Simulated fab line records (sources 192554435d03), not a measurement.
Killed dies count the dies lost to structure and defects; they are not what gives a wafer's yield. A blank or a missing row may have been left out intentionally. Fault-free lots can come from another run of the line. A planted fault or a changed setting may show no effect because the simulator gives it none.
fab line records	flow n5Finfet
[record] lots = 9	wafers = 26	lastDay = 18
route steps=1938 shown MOL_CONTACT_COAG@610 BEOL_M4@1111 PASSIVATION@1936
lots that met no fault: from a run of the same line without faults
startH: start of the lot's first displayed wafer, in hours after the record's first day	waitH: hours elapsed since this lot's preceding step	" identical to the entry in the row above	L1.1+2: several wafers, shown together as one row	- no value, or no start was given	* or withheld: withheld	< > ~ a bound
route shown NAME@n: names a module that has steps shown in the file, with the first one's number in the route	usual: mean and standard deviation over wafers with no fault	same: alike in all rows	chamber/n: place in a boat	sites: each site's reading	_std_site: standard deviation across them	_edge_site: mean of outer sites minus mean of inner sites	radiusMm: how far each site lies from the wafer's centre	mask NAME#n: copy n	behind: tool/chamber where the wafer was last shaped	hold: why the lot went on hold/how many hours it stayed there/how the hold came to an end	device: the n, p or np transistor that did not switch	end of line: tests run on the same wafers once the route is complete	for a step that has no rows: nothing shown but its recipe	killed: not the wafer's yield, but the dies lost to structure and defects at the first sort	map: a wafer's dies, x killed, . not, _ none there
set.NAME: the setting as run; set.NAME@STEP: as run at that earlier step	model.NAME: the simulator's own value behind a step, which no gauge read
the route's steps for a sample of lots (tables are steps, rows are wafers)
services: a tool's chamber out of use, with start hour (startH, from the record's first day; less than 0 if before it), hours out, and reason
[[steps]]
[step N5_MOL_CONTACT_COAG_ETCH_67]
[recipe] chemistry = N2/H2	target = SOC	targetDepthA = 600	overetchA = 210	maskMaterial = SiARC	tempC = 40	timeS = 101.2	ionEnergyEv = 200	pressureMtorr = 30	sourceW = 840	biasW = 150	n2FlowSccm = 200	h2FlowSccm = 200
[usual] drypumpMotorCurrentA = 5.6/0.53	oesProductAu = 0.69/0.053	rfVppV = 523.7/2.3	showerheadPlenumPTorr = 2.53/0.077	throttleValvePct = 17.72/0.26
lot.wafer	tool	chamber	startH	waitH	drypumpMotorCurrentA	oesProductAu	rfHoursCounterH	rfVppV	showerheadPlenumPTorr	throttleValvePct
L873.4	rieDiel-03	2	101.85	0.0	5.6	0.78	-	526.4	2.59	17.22
L873.5	"	0	"	"	5.4	0.72	-	527.6	2.69	17.22
L873.6	"	1	"	"	6.1	0.78	-	525.4	2.60	17.49
L875.2	rieDiel-02	2	114.64	0.0	5.1	0.80	6	522.4	2.50	18.06
L875.3	"	3	"	"	5.4	0.66	125	526.5	2.66	17.75
L875.5	"	3	"	"	5.4	0.66	-	526.9	2.66	17.73
L877.2	rieDiel-06	3	126.32	0.0	6.6	0.69	72	524.7	2.58	18.04
L877.6	"	1	"	"	4.8	0.64	-	521.2	2.43	17.83
L884.1	rieDiel-06	1	166.87	0.0	4.8	0.62	160	519.2	2.42	17.84
L884.2	"	0	"	"	6.3	0.73	34	522.0	2.48	17.74
L884.6	"	2	"	"	5.5	0.70	-	521.0	2.46	17.65
L885.3	rieDiel-02	1	179.02	0.0	5.1	0.73	38	523.1	2.49	17.86
L885.4	"	3	"	"	5.4	0.65	146	528.1	2.65	17.79
L885.5	"	0	"	"	5.4	0.63	-	523.4	2.54	18.02
L890.1	rieDiel-03	1	209.17	0.0	6.2	0.73	52	525.2	2.59	17.54
L890.2	"	3	"	"	6.0	0.63	142	524.3	2.54	17.72
L890.3	"	2	"	"	5.6	0.71	41	525.8	2.58	17.30
L892.2	rieDiel-03	2	215.49	0.0	5.6	0.72	42	524.5	2.58	17.29
L892.3	"	0	"	"	5.5	0.69	83	527.5	2.68	17.26
L892.4	"	1	"	"	6.1	0.73	53	525.9	2.59	17.54
L894.2	rieDiel-06	0	239.42	0.0	6.2	0.70	57	520.0	2.47	17.82
L894.3	"	2	"	"	5.4	0.67	117	520.7	2.45	17.70
L894.4	"	0	"	"	6.2	0.71	-	521.5	2.47	17.77
L896.2	rieDiel-06	2	246.66	0.0	5.4	0.67	120	520.7	2.45	17.68
L896.4	"	3	"	"	6.6	0.66	113	523.9	2.57	18.10
L896.5	"	1	"	"	4.9	0.61	-	520.7	2.41	17.88
[step N5_MOL_CONTACT_COAG_VIA_ETCH_117]
[recipe] chemistry = C4F6/O2	targetDepthA = 400	overetchA = 80	maskMaterial = SOC	target = SiO2	biasW = 455	pressureMtorr = 10	timeS = 26	sourceW = 325	Ar_flow_sccm = 300	C4F6_flow_sccm = 10	O2_flow_sccm = 10	ionEnergyEv = 575.3	ends = endPoint
[usual] C4F6_flow_sccm = 10.00/0.032	drypumpMotorCurrentA = 5.6/0.53	oes_ar_750_au = 0.82/0.064	oes_f_703_au = 0.81/0.065	oesProductAu = 0.74/0.057	rfVppV = 1588/30	showerheadPlenumPTorr = 2.84/0.076	throttleValvePct = 41.1/0.42
lot.wafer	tool	chamber	startH	waitH	C4F6_flow_sccm	drypumpMotorCurrentA	oes_ar_750_au	oes_f_703_au	oesProductAu	rfHoursCounterH	rfVppV	showerheadPlenumPTorr	throttleValvePct
L873.4	rieDiel-03	2	101.95	0.0	10.02	5.6	0.93	0.93	0.82	-	1573	2.91	40.7
L873.5	"	0	"	"	9.96	5.4	0.87	0.88	0.77	-	1615	2.98	40.3
L873.6	"	1	"	"	10.01	6.1	0.93	0.90	0.84	-	1640	2.92	40.8
L875.2	rieDiel-02	2	114.76	0.0	9.94	5.1	0.97	0.98	0.85	6	1527	2.79	41.8
L875.3	"	3	"	"	10.01	5.4	0.78	0.78	0.72	125	1574	2.96	40.7
L875.5	"	3	"	"	9.92	5.4	0.78	0.77	0.71	-	1574	2.96	40.7
L877.2	rieDiel-06	3	126.44	0.0	10.04	6.6	0.82	0.82	0.73	72	1591	2.89	41.7
L877.6	"	1	"	"	10.01	4.9	0.75	0.75	0.67	-	1635	2.73	41.0
L884.1	rieDiel-06	1	167.00	0.0	10.00	4.8	0.74	0.75	0.66	160	1635	2.72	41.1
L884.2	"	0	"	"	10.05	6.2	0.88	0.86	0.79	34	1563	2.80	41.6
L884.6	"	2	"	"	9.97	5.4	0.82	0.79	0.75	-	1588	2.77	41.3
L885.3	rieDiel-02	1	179.14	0.0	9.98	5.0	0.84	0.82	0.77	38	1583	2.81	41.3
L885.4	"	3	"	"	9.98	5.4	0.76	0.76	0.69	146	1573	2.95	40.7
L885.5	"	0	"	"	10.00	5.4	0.74	0.71	0.67	-	1577	2.84	41.1
L890.1	rieDiel-03	1	209.29	0.0	10.00	6.1	0.86	0.84	0.79	52	1638	2.90	40.9
L890.2	"	3	"	"	10.00	6.0	0.74	0.75	0.66	142	1570	2.83	40.9
L890.3	"	2	"	"	10.01	5.6	0.85	0.84	0.76	41	1571	2.89	40.7
L892.2	rieDiel-03	2	215.61	0.0	9.99	5.6	0.86	0.83	0.76	42	1572	2.89	40.7
L892.3	"	0	"	"	9.92	5.5	0.82	0.83	0.74	83	1613	2.97	40.3
L892.4	"	1	"	"	9.96	6.1	0.87	0.84	0.79	53	1640	2.90	40.9
L894.2	rieDiel-06	0	239.55	0.0	10.03	6.2	0.85	0.83	0.76	57	1563	2.79	41.6
L894.3	"	2	"	"	10.05	5.4	0.79	0.78	0.73	117	1586	2.76	41.3
L894.4	"	0	"	"	10.02	6.2	0.85	0.83	0.76	-	1562	2.79	41.6
L896.2	rieDiel-06	2	246.79	0.0	9.96	5.5	0.79	0.77	0.73	120	1588	2.75	41.3
L896.4	"	3	"	"	10.01	6.6	0.78	0.78	0.69	113	1590	2.87	41.7
L896.5	"	1	"	"	9.97	4.9	0.73	0.72	0.65	-	1633	2.71	41.1
[step N5_MOL_CONTACT_COAG_CVD_140]
[recipe] material = W	targetThkA = 665	mode = selectiveFill	tempC = 300	timeS = 215
[usual] heaterPowerW = 480/34	susceptorTempC = 300.01/0.18
lot.wafer	tool	chamber	startH	waitH	heaterPowerW	sinceWetCleanH	susceptorTempC
L873.4	cvdW-02	0	102.51	0.1	406	-	300.13
L873.5	"	1	"	"	473	-	300.00
L873.6	"	0	"	"	405	-	300.00
L875.2	cvdW-01	1	115.28	0.1	502	797	300.08
L875.3	"	1	"	"	494	-	300.11
L875.5	"	1	"	"	495	-	299.92
L877.2	cvdW-01	0	126.92	0.1	481	809	299.81
L877.6	"	1	"	"	495	-	300.02
L884.1	cvdW-02	1	167.48	0.1	482	336	299.96
L884.2	"	0	"	"	404	336	300.26
L884.6	"	1	"	"	481	-	299.96
L885.3	cvdW-01	1	179.70	0.1	506	-	300.04
L885.4	"	0	"	"	488	-	300.18
L885.5	"	0	"	"	487	-	299.97
L890.1	cvdW-01	1	209.77	0.1	504	892	300.03
L890.2	"	0	"	"	494	892	299.85
L890.3	"	0	"	"	503	-	299.85
L892.2	cvdW-01	1	216.10	0.1	493	898	299.99
L892.3	"	0	"	"	516	-	299.71
L892.4	"	1	"	"	509	-	299.69
L894.2	cvdW-01	1	240.03	0.1	509	922	300.08
L894.3	"	0	"	"	501	-	300.16
L894.4	"	1	"	"	487	-	299.91
L896.2	cvdW-01	1	247.44	0.2	514	-	300.33
L896.4	"	1	"	"	489	-	300.38
L896.5	"	1	"	"	512	-	300.14
[step N5_MOL_CONTACT_COAG_CMP_52]
[recipe] stopOn = SiO2	tOverpolishS = 1.5	postCmpClean = wDiluteNh4oh	downForcePsi = 4	platenRpm = 50.289	padVelocityMS = 1.0006	targetThkNm = 66.5
[usual] motorCurrentA = 11.2/1.3	overpolishRunS = 1.502/0.0087	platenRpm = 50.29/0.034	timeToEndpointS = 13.7/2.8
lot.wafer	tool	chamber	startH	waitH	motorCurrentA	overpolishRunS	platenRpm	timeToEndpointS
L873.4	cmp-02	0	102.79	0.1	9.7	1.513	50.29	12.1
L873.5	"	3	"	"	11.6	1.509	50.26	12.0
L873.6	"	0	"	"	9.6	1.498	50.28	12.6
L875.3	cmp-03	0	115.60	0.0	11.0	1.502	50.30	12.6
L875.2	"	1	"	"	11.9	1.492	50.37	13.5
L875.5	"	1	"	"	12.5	1.500	50.26	13.4
L877.2	cmp-03	1	127.32	0.1	12.6	1.507	50.31	12.7
L877.6	"	0	"	"	10.8	1.498	50.28	11.3
L884.1	cmp-03	2	167.80	0.0	9.1	1.506	48.33	11.1
L884.2	"	3	"	"	13.6	1.501	48.32	10.2
L884.6	"	3	"	"	12.8	1.495	48.26	11.1
L885.3	cmp-03	2	179.98	0.1	9.0	1.499	48.25	15.1
L885.4	"	0	"	"	10.7	1.528	48.26	13.5
L885.5	"	2	"	"	8.6	1.509	48.27	13.3
L890.2	cmp-04	3	210.13	0.1	13.5	1.496	50.37	15.0
L890.3	"	0	"	"	10.9	1.506	50.29	14.7
L890.1	"	1	"	"	10.5	1.503	50.32	17.1
L892.2	cmp-02	0	216.44	0.0	9.5	1.497	50.28	15.8
L892.3	"	2	"	"	12.5	1.516	50.25	18.8
L892.4	"	3	"	"	11.2	1.505	50.32	11.0
L894.4	cmp-02	0	240.44	0.1	9.3	1.512	50.31	11.9
L894.2	"	1	"	"	12.7	1.508	50.28	8.7
L894.3	"	3	"	"	11.1	1.487	50.22	8.1
L896.4	cmp-04	2	248.02	0.1	10.4	1.483	50.31	18.8
L896.2	"	0	"	"	10.3	1.511	50.27	15.4
L896.5	"	2	"	"	10.8	1.508	50.25	17.3
[step N5_BEOL_M4_RC_MEAS_101]
[usual] DIBL_N = 36.0/1.9	DIBL_P = 36.0/2.1	IOFF_N = 0.155/0.029	IOFF_P = 0.20/0.032	ION_N = 672/11	ION_P = 461/6.9	SS_N = 71.5/0.58	SS_P = 73.2/0.64	VT_N = 250.4/2.9	VT_P = -251.0/2.8
lot.wafer	tool	chamber	startH	waitH	DIBL_N[mV/V]	DIBL_P[mV/V]	IOFF_N[nA/um]	IOFF_P[nA/um]	ION_N[uA/um]	ION_P[uA/um]	SS_N[mV/dec]	SS_P[mV/dec]	VT_N[mV]	VT_P[mV]
L873.4	prober-02	0	180.36	0.5	34.5	33.8	0.124	0.16	676	455	70.4	72.2	254.2	-256.0
L873.5	"	0	"	"	35.0	35.0	0.131	0.17	659	446	71.1	72.5	253.3	-252.8
L873.6	"	0	"	"	35.1	34.7	0.136	0.16	661	451	70.7	72.9	251.9	-257.8
L875.2	prober-01	0	187.22	0.2	34.9	34.6	0.145	0.22	661	457	71.4	72.4	249.4	-248.6
L875.3	"	0	"	"	35.2	35.3	0.160	0.22	670	462	71.6	73.1	245.6	-248.3
L875.5	"	0	"	"	36.4	35.9	0.168	0.22	669	460	72.3	72.6	247.4	-250.0
L877.2	prober-01	0	210.12	0.2	34.8	34.1	0.124	0.19	666	460	71.1	72.9	252.0	-249.1
L877.6	"	0	"	"	36.1	35.2	0.143	0.20	660	460	71.8	73.1	251.5	-249.3
L884.1	prober-01	0	237.95	0.0	35.5	34.8	0.148	0.20	677	465	71.8	72.5	250.3	-251.6
L884.2	"	0	"	"	37.3	36.5	0.174	0.22	681	468	71.6	73.5	250.7	-251.2
L884.6	"	0	"	"	35.1	34.4	0.130	0.19	656	456	71.6	72.4	255.0	-252.9
L885.3	prober-01	0	249.96	0.3	34.1	33.6	0.122	0.16	657	462	71.4	72.6	252.1	-255.5
L885.4	"	0	"	"	38.1	39.0	0.217	0.26	684	466	72.7	74.0	243.7	-250.7
L885.5	"	0	"	"	35.3	34.9	0.142	0.18	673	459	71.2	73.4	248.6	-252.9
L890.1	prober-01	0	285.18	0.0	35.9	37.6	0.158	0.19	682	463	71.7	73.3	251.3	-253.3
L890.2	"	0	"	"	37.4	38.4	0.185	0.20	674	457	71.9	74.1	250.6	-255.3
L890.3	"	0	"	"	35.4	37.0	0.133	0.17	658	456	71.7	73.5	255.4	-255.4
L892.2	prober-02	0	288.21	0.2	35.1	36.4	0.144	0.21	677	467	70.6	73.3	249.4	-251.5
L892.3	"	0	"	"	32.9	34.1	0.119	0.18	654	453	70.8	72.2	250.0	-251.7
L892.4	"	0	"	"	35.1	37.0	0.155	0.22	681	469	71.7	73.2	247.5	-249.1
L896.2	prober-01	0	311.51	0.2	37.5	36.0	0.179	0.23	672	465	71.6	73.9	248.6	-246.8
L896.4	"	0	"	"	35.8	34.7	0.147	0.20	678	460	71.1	72.9	251.6	-250.3
L896.5	"	0	"	"	38.0	36.4	0.173	0.24	657	450	71.5	73.8	248.6	-252.1
L894.2	prober-02	0	312.04	0.2	33.6	33.1	0.130	0.18	675	467	71.5	72.1	250.5	-250.3
L894.3	"	0	"	"	32.7	32.2	0.124	0.17	673	464	70.7	72.4	255.6	-251.7
L894.4	"	0	"	"	34.6	33.9	0.132	0.19	656	457	70.9	72.7	253.0	-251.1
[step N5_PASSIVATION_PROBE_49]
[usual] defectLimitedYield = 91.0/1.5	killed_at_M0_to_M3 = 33/9.4	killed_at_M4_up = 14/4.8	killedAtContacts = 13/7.3	killedAtFrontEnd = 43/13	killedAtOther = 3.6/2.9	killedDies = 106/18	killedOpen = 69/13	killedShort = 35/8.2	sort_bin_5_function = 5.3/1	sort_bin_6_memory = 3.3/0.68	sort_bin_8_speed = 0.01/0.027	sortNPass = 1074/18	sortYieldPct = 91.0/1.5
[same] grossDies = 1180	killedAtBackSide = 0	sort_bin_4_leakage[%] = 0
lot.wafer	tool	chamber	startH	waitH	defectLimitedYield[%]	killed_at_M0_to_M3	killed_at_M4_up	killedAtContacts	killedAtFrontEnd	killedAtOther	killedDies	killedOpen	killedShort	sort_bin_5_function[%]	sort_bin_6_memory[%]	sort_bin_8_speed[%]	sortNPass	sortYieldPct[%]
L885.3	prober-01	-	356.24	0.1	87.5	44	14	6	79	4	147	99	48	7.9	4.0	0	1033	87.5
L885.4	prober-01	-	356.29	0.2	91.3	30	16	7	47	3	103	63	38	4.9	3.3	0	1077	91.3
L885.5	prober-01	-	356.34	0.2	86.7	51	7	16	82	1	157	102	53	8.5	4.3	0	1023	86.7
L896.2	prober-01	-	415.86	0.1	90.8	37	4	20	39	9	109	69	39	5.6	3.5	0	1071	90.8
L896.4	prober-01	-	415.96	0.2	91.1	34	9	21	33	8	105	64	33	4.3	4.0	0	1075	91.1
L896.5	prober-01	-	416.01	0.2	91.4	30	17	21	30	4	102	66	35	4.3	3.9	0	1078	91.4
// killed by level:class
L885.3 FIN_SAQP:geometricParticle:open=30 STI_FIN_REVEAL:geometricParticle:open=15 FIN_SAQP:geometricParticle:short=14 BEOL_M0_SAQP:geometricParticle:short=10 BEOL_M3:geometricParticle:open=9 DUMMY_GATE:geometricParticle:open=7 BEOL_M4:geometricParticle:open=7 BEOL_M1:geometricParticle:open=6
L885.4 FIN_SAQP:geometricParticle:open=9 FIN_SAQP:geometricParticle:short=8 BEOL_M2:geometricParticle:open=8 MOL_CONTACT_COAG:geometricParticle:open=6 BEOL_M4:geometricParticle:open=5 STARTING-WAFER:geometricParticle:short=4 BEOL_M2:geometricParticle:short=4 DUMMY_GATE:geometricParticle:open=4
L885.5 FIN_SAQP:geometricParticle:open=22 STI_FIN_REVEAL:geometricParticle:open=15 FIN_SAQP:geometricParticle:short=14 MOL_CONTACT_COAG:geometricParticle:open=14 BEOL_M3:geometricParticle:open=10 BEOL_M0_SAQP:geometricParticle:short=10 BEOL_M0_SAQP:geometricParticle:open=9 BEOL_M2:geometricParticle:open=7
L896.2 MOL_CONTACT_COAG:geometricParticle:open=15 BEOL_M2:geometricParticle:open=12 ILD0:geometricParticle:short=8 BEOL_M1:geometricParticle:open=6 STARTING-WAFER:geometricParticle:open=6 FIN_SAQP:geometricParticle:short=5 FIN_SAQP:geometricParticle:open=5 STI_FIN_REVEAL:geometricParticle:open=5
L896.4 BEOL_M2:geometricParticle:open=18 MOL_CONTACT_COAG:geometricParticle:open=17 FIN_SAQP:geometricParticle:open=10 HKMG_FIN:areaEtch=6 FIN_SAQP:geometricParticle:short=5 BEOL_M2:geometricParticle:short=5 PASS1_DEP:geometricParticle:open=5 STI_FIN_REVEAL:geometricParticle:open=4
L896.5 MOL_CONTACT_COAG:geometricParticle:open=17 BEOL_M2:geometricParticle:open=10 BEOL_M4:geometricParticle:open=8 FIN_SAQP:geometricParticle:short=7 DUMMY_GATE:geometricParticle:open=5 MOL_CONTACT_COAG:geometricParticle:short=4 BEOL_M3:geometricParticle:open=4 FIN_SAQP:geometricParticle:open=3
[[services]]
tool	chamber	startH	hours	kind
cmp-03	-	84.21	2.2	repair
cmp-04	-	97.98	3.6	pm
rieDiel-06	-	100.57	14.6	pm
cmp-03	-	128.46	4.0	pm
rieDiel-06	0	131.05	5.5	repair
cmp-03	-	132.46	-	consumableReplace:conditioner
cmp-03	-	132.46	-	consumableReplace:pad
cvdW-02	-	158.93	0.9	repair
rieDiel-06	0	162.38	3.7	repair
rieDiel-02	1	162.82	3.1	repair
cmp-02	-	172.72	1.7	repair
cmp-03	-	189.88	1.2	repair
cmp-04	-	197.34	4.2	repair
cmp-03	-	199.47	10.9	pm
cmp-03	-	217.35	4.0	repair
cmp-03	-	227.05	4.2	repair
cmp-02	-	236.73	2.3	repair
rieDiel-06	3	237.05	5.0	repair
cvdW-01	0	241.42	6.8	repair
[[key]]
[firstSign] step = N5_MOL_CONTACT_COAG_CMP_52	reading = platenRpm	direction = down	sigmas = 60	usual = 50.29	struck = 48.28
effect none on later readings
metAt N5_MOL_CONTACT_COAG_CMP_52
struckLots L884,L885
notActingAt N5_MOL_CONTACT_COAG_ETCH_67,N5_MOL_CONTACT_COAG_VIA_ETCH_117,N5_MOL_CONTACT_COAG_CVD_140
onsetBetween 127.32 167.80
[fault] kind = processParameterDrift	tool = cmp-03	chamber = -	onsetH = 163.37	steps = N5_MOL_CONTACT_COAG_CMP_52	channel = platenRpm	offset = -2.0116	shape = step	endH = 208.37	actsIn = theseRecipesOnly	stated = 50.289
